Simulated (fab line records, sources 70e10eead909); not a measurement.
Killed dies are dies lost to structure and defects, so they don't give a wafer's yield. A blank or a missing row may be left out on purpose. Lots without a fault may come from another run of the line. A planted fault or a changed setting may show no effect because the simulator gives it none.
Which tool did it? | flow nand_harc | 24 lots, 72 wafers sampled, at 3 steps of a route of 1302

WHAT THE GAUGES READ, wafer by wafer
NHARC_A_BLC_INSPECT_12.
lot  | measured     | on                | raw_defect_count
L074 | day 22 08:25 | defect_inspect-02 | 98 99 100
L075 | day 23 00:13 | defect_inspect-02 | 70 68 62
L076 | day 23 08:57 | defect_inspect-02 | 57 37 56
L077 | day 23 23:48 | defect_inspect-01 | 139 136 139
L078 | day 24 01:08 | defect_inspect-01 | 65 64 75
L080 | day 24 15:58 | defect_inspect-01 | 147 165 140
L079 | day 25 03:22 | defect_inspect-02 | 67 60 57
L081 | day 26 02:06 | defect_inspect-01 | 117 115 91
L082 | day 26 07:06 | defect_inspect-02 | 34 42 46
L083 | day 26 14:01 | defect_inspect-01 | 135 139 138
L084 | day 27 02:04 | defect_inspect-02 | 115 134 113
L085 | day 27 06:35 | defect_inspect-02 | 44 33 39
L086 | day 27 13:33 | defect_inspect-02 | 73 78 68
L088 | day 28 05:07 | defect_inspect-01 | 98 100 109
L087 | day 28 06:49 | defect_inspect-01 | 27 29 19
L089 | day 28 12:03 | defect_inspect-02 | 111 106 95
L091 | day 28 19:41 | defect_inspect-01 | 67 74 83
L090 | day 28 20:44 | defect_inspect-02 | 60 68 59
L092 | day 30 07:16 | defect_inspect-01 | 115 95 105
L093 | day 30 08:46 | defect_inspect-02 | 31 33 34
L094 | day 30 19:02 | defect_inspect-02 | 66 75 70
L095 | day 30 21:33 | defect_inspect-02 | 69 87 80
L096 | day 31 23:55 | defect_inspect-02 | 23 29 28
L097 | day 32 11:15 | defect_inspect-01 | 123 151 134

WHICH TOOL RAN EACH LOT (tool, then ch and the chambers of the sampled wafers, then the start)
lot  | NHARC_A_CONTACT_ETCH_139             | NHARC_A_CONTACT_CMP_20
L074 | har_cap_etch-02 ch 0,1, day 22 04:38 | cmp-01 ch 0,2,3, day 22 07:28
L075 | har_cap_etch-03 ch 0,1, day 22 20:20 | cmp-01 ch 1,2,3, day 22 23:12
L076 | har_cap_etch-02 ch 0,1, day 23 05:07 | cmp-03 ch 0,2,3, day 23 07:55
L077 | har_cap_etch-01 ch 0,1, day 23 19:54 | cmp-02 ch 0,1, day 23 22:44
L078 | har_cap_etch-03 ch 0,1, day 23 21:18 | cmp-01 ch 1,2,3, day 24 00:14
L080 | har_cap_etch-03 ch 0,1, day 24 12:14 | cmp-03 ch 2,3, day 24 14:58
L079 | har_cap_etch-01 ch 0,1, day 24 23:42 | cmp-01 ch 0,2,3, day 25 02:29
L081 | har_cap_etch-01 ch 0,1, day 25 22:01 | cmp-01 ch 0,1,2, day 26 01:05
L082 | har_cap_etch-01 ch 0,1, day 26 03:09 | cmp-02 ch 1,2,3, day 26 06:04
L083 | har_cap_etch-01 ch 0,1, day 26 10:16 | cmp-03 ch 0,1,2, day 26 12:59
L084 | har_cap_etch-02 ch 0,1, day 26 22:03 | cmp-01 ch 1,2, day 27 01:02
L085 | har_cap_etch-01 ch 0,1, day 27 02:38 | cmp-01 ch 0,3, day 27 05:40
L086 | har_cap_etch-01 ch 0,1, day 27 09:44 | cmp-02 ch 1,2, day 27 12:31
L088 | har_cap_etch-02 ch 0,1, day 28 00:31 | cmp-03 ch 0,2, day 28 04:07
L087 | har_cap_etch-01 ch 0,1, day 28 02:41 | cmp-02 ch 0,1,3, day 28 05:55
L089 | har_cap_etch-01 ch 0,1, day 28 07:38 | cmp-02 ch 0,1,3, day 28 11:03
L091 | har_cap_etch-03 ch 0,1, day 28 15:50 | cmp-01 ch 0,2,3, day 28 18:40
L090 | har_cap_etch-02 ch 0,1, day 28 16:55 | cmp-02 ch 0,1,2, day 28 19:50
L092 | har_cap_etch-02 ch 0,1, day 30 03:26 | cmp-03 ch 1,2,3, day 30 06:22
L093 | har_cap_etch-03 ch 0,1, day 30 04:50 | cmp-01 ch 1,3, day 30 07:46
L094 | har_cap_etch-03 ch 0,1, day 30 15:13 | cmp-02 ch 1,3, day 30 18:01
L095 | har_cap_etch-01 ch 0, day 30 17:54   | cmp-02 ch 0,1,3, day 30 20:42
L096 | har_cap_etch-01 ch 0,1, day 31 20:08 | cmp-01 ch 2,3, day 31 22:53
L097 | har_cap_etch-01 ch 0,1, day 32 07:26 | cmp-01 ch 0,3, day 32 10:11
- NHARC_A_CONTACT_ETCH_139: etches the open film in C4F8/O2/Ar, time 195 s, target depth 840 nm.
- NHARC_A_CONTACT_CMP_20: polishes, t overpolish 30 s, target thk 300 nm.

WHAT THE TOOLS THEMSELVES READ (means of the sampled wafers that have a number; where no wafer has one, the mark that the record gives instead)
NHARC_A_CONTACT_ETCH_139.
lot  | tool            | oes_air_line_au (a.u.)
L074 | har_cap_etch-02 | 1.015
L075 | har_cap_etch-03 | 1.015
L076 | har_cap_etch-02 | 0.998
L077 | har_cap_etch-01 | 0.999
L078 | har_cap_etch-03 | 0.989
L080 | har_cap_etch-03 | 1.007
L079 | har_cap_etch-01 | 1.003
L081 | har_cap_etch-01 | 0.998
L082 | har_cap_etch-01 | 1.004
L083 | har_cap_etch-01 | 1.007
L084 | har_cap_etch-02 | 1.011
L085 | har_cap_etch-01 | 1.011
L086 | har_cap_etch-01 | 0.994
L088 | har_cap_etch-02 | 1.001
L087 | har_cap_etch-01 | 1.011
L089 | har_cap_etch-01 | 1.007
L091 | har_cap_etch-03 | 1.005
L090 | har_cap_etch-02 | 1.024
L092 | har_cap_etch-02 | 0.987
L093 | har_cap_etch-03 | 1.019
L094 | har_cap_etch-03 | 1.013
L095 | har_cap_etch-01 | 0.994
L096 | har_cap_etch-01 | 0.988
L097 | har_cap_etch-01 | 0.994

NHARC_A_CONTACT_CMP_20.
lot  | tool   | motor_current_A (A) | overpolish_run_s (s) | time_to_endpoint_s (s)
L074 | cmp-01 | 11.8                | 29.994               | 63
L075 | cmp-01 | 12.0                | 29.988               | 58
L076 | cmp-03 | 10.8                | 29.999               | 58
L077 | cmp-02 | 13.8                | 30.009               | 62
L078 | cmp-01 | 11.8                | 30.008               | 60
L080 | cmp-03 | 10.3                | 29.997               | 64
L079 | cmp-01 | 12.1                | 30.003               | 65
L081 | cmp-01 | 11.4                | 29.999               | 61
L082 | cmp-02 | 13.7                | 30.001               | 57
L083 | cmp-03 | 10.9                | 30.001               | 59
L084 | cmp-01 | 11.8                | 29.993               | 58
L085 | cmp-01 | 12.8                | 30.003               | 63
L086 | cmp-02 | 14.0                | 29.999               | 61
L088 | cmp-03 | 10.3                | 29.998               | 57
L087 | cmp-02 | 13.1                | 30.008               | 65
L089 | cmp-02 | 13.2                | 30.004               | 63
L091 | cmp-01 | 12.0                | 30.007               | 59
L090 | cmp-02 | 13.6                | 29.988               | 58
L092 | cmp-03 | 11.1                | 29.998               | 58
L093 | cmp-01 | 13.0                | 30.000               | 61
L094 | cmp-02 | 13.5                | 30.008               | 60
L095 | cmp-02 | 13.1                | 30.001               | 61
L096 | cmp-01 | 12.7                | 29.998               | 62
L097 | cmp-01 | 12.1                | 29.999               | 62

THE ANSWER, worked out from the rows above alone
Rule: what is usual is taken from the lots themselves. Put in order of their means at a reading, lots are off if they are a third of the lots or fewer, leave a main group of 4 or more, and stand apart from it by a gap of 3 or more times the standard deviation of the main group's means; of several such gaps the widest counts. A main group whose means are all the same, to the digits that the tables above print for the reading, isn't used. A lot without any number at a reading at which 4 lots or more have one is off too. The other lots that the step has rows for count as sound. The gauges are gone through in route order, then the tools' own readings, and for those a lot's mean is taken as printed above. The first step at which some lot is off is used, and at that step the reading that is off furthest; a lot without a number counts as furthest.
No lot is off at any reading shown: from this, nothing can be told.

WHAT THE SIMULATOR HAD PUT IN
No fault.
